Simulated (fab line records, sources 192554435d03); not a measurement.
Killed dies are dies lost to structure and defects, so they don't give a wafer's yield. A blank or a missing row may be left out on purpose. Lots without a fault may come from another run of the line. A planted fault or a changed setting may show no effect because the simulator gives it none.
Chamber matching | flow n5_finfet | N5_BEOL_M0_CO_CAP_123 on cvd_co-01: 3 sister chambers
The step material Co, precursor CCTBA/H2, target thk 2 nm, time 102.1 s. 14 wafers are shown with their chamber, then 7 later ones without.

WAFERS WITH THEIR CHAMBER
wafer  | chamber | heater_power_w (W) | heater_power_outer_w (W)
L173.1 | 2       | 223                | 121
L173.4 | 2       | 224                | 124
L173.5 | 0       | 205                | 114
L177.2 | 2       | 222                | 128
L177.3 | 0       | 201                | 118
L177.4 | 0       | 210                | 116
L178.2 | 0       | 206                | 117
L178.4 | 0       | 209                | 114
L178.5 | 2       | 224                | 122
L180.1 | 2       | 225                | 125
L180.4 | 0       | 203                | 113
L180.6 | 1       | 258                | 141
L182.2 | 0       | 205                | 113
L182.4 | 1       | 268                | 139

SIGNATURES (means of the wafers above)
reading              | chamber 0 | chamber 1 | chamber 2 | scatter within a chamber
heater_power_w       | 205.57    | 263.00    | 223.60    | 3.23
heater_power_outer_w | 115.00    | 140.00    | 124.00    | 2.26
Rule: a wafer's distance from a chamber is the root of the sum, over the readings, of the square of ((its reading less the chamber's mean) divided by the reading's scatter). The wafer belongs to the nearest chamber; if the next one is less than 2 further off, it can't be placed. The scatter: the root of (the sum of the squares of (reading less its chamber's mean) over the shown wafers, divided by (wafers less chambers)).

WAFERS WITHOUT THEIR CHAMBER
wafer  | heater_power_w (W) | heater_power_outer_w (W)
L182.6 | 204                | 117
L187.1 | 207                | 114
L187.4 | 203                | 115
L187.5 | 261                | 140
L193.1 | 232                | 126
L193.4 | 261                | 142
L193.6 | 205                | 116

WHICH CHAMBER EACH WENT THROUGH
wafer  | from the rows above | in truth
L182.6 | 0                   | 0
L187.1 | 0                   | 0
L187.4 | 0                   | 0
L187.5 | 1                   | 1
L193.1 | 2                   | 2
L193.4 | 1                   | 1
L193.6 | 0                   | 0
Placed correctly: 7 of 7. Can't be placed from these rows: 0. Placed wrongly: 0.
